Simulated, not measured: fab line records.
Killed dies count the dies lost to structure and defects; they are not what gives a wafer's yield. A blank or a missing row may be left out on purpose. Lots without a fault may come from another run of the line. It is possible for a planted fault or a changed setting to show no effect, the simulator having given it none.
A sampling plan put to the test | flow n5-finfet | 8 faults told of in these records, all on one fab line, each judged by the records of the lots it struck
The line's own looks make up the plan; these are the steps of the route where a gauge or inspection reads the wafer and leaves it unchanged. A look is open to judgement when struck wafers have a number at it and the file gives its usual mean and standard deviation on fault-free wafers. Caught: 4 or more of those standard deviations (sigma) separate the usual mean from the mean of the struck wafers at a look after the fault's first step. On the tool: the identical test, applied to the tool's own readings at the steps of the fault. It also counts as caught if the struck wafers ran another recipe or if their record alone is blank.

== THE FAULTS, as the simulator had put them in ==
1. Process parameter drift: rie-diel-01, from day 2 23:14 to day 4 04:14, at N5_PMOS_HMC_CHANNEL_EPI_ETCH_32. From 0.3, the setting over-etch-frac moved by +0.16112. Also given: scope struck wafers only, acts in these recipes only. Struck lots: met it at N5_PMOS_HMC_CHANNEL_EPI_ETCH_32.
2. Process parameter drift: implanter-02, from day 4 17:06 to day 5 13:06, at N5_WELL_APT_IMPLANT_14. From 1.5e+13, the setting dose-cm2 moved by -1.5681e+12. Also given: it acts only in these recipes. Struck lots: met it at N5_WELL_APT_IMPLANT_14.
3. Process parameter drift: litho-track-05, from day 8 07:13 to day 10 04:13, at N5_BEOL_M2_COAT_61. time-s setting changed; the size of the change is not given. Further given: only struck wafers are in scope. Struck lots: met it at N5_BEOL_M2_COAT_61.
4. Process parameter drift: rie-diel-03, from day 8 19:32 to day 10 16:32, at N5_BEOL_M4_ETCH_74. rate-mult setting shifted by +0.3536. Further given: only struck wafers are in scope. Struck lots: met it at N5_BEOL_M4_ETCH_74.
5. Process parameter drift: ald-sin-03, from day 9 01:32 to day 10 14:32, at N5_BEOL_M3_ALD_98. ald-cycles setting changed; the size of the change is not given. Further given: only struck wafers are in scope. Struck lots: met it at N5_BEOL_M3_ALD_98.
6. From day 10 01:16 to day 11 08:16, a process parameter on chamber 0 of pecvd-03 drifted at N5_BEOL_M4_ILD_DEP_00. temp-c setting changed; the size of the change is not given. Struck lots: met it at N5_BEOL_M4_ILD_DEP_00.
7. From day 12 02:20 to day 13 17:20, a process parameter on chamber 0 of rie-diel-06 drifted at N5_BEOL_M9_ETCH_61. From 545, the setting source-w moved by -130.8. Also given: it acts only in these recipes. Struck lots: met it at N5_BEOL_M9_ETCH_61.
8. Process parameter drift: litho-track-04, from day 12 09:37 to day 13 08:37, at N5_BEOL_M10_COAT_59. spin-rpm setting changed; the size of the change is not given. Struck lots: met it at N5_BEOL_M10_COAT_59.

== WHAT THE PLAN SAW ==
fault | on the tool itself                 | first look that catches it                   | reading, sigma | median hours from its first step to that look | hours from the fault's start to the first struck lot there | judged looks passed uncaught
1     | under 2 sigma                      | no look after it can be judged               | -              | -                                             | -                                                          | 0
2     | dose-ions-cm2 -99 or beyond sigma  | not the one look that can be judged after it | -              | -                                             | -                                                          | 1
3     | run-length-s -99 or beyond sigma   | not the one look that can be judged after it | -              | -                                             | -                                                          | 1
4     | etch-rf-on-time-s -7.9 sigma       | not the one look that can be judged after it | -              | -                                             | -                                                          | 1
5     | under 2 sigma                      | not the one look that can be judged after it | -              | -                                             | -                                                          | 1
6     | susceptor-temp-C +8.5 sigma        | not the one look that can be judged after it | -              | -                                             | -                                                          | 1
7     | rf-fwd-power-W -57 sigma           | no look after it can be judged               | -              | -                                             | -                                                          | 0
8     | spin-speed-rpm +99 or beyond sigma | no look after it can be judged               | -              | -                                             | -                                                          | 0
Dash: fault not caught, or number not given in these records.

Caught at a look: 0 of 8. Caught on the tool: 6 of 8. By one or the other: 6 of 8.
On the tool alone, faults 2, 3, 4, 6, 7, 8 were caught.
Caught by neither: faults 1, 5.
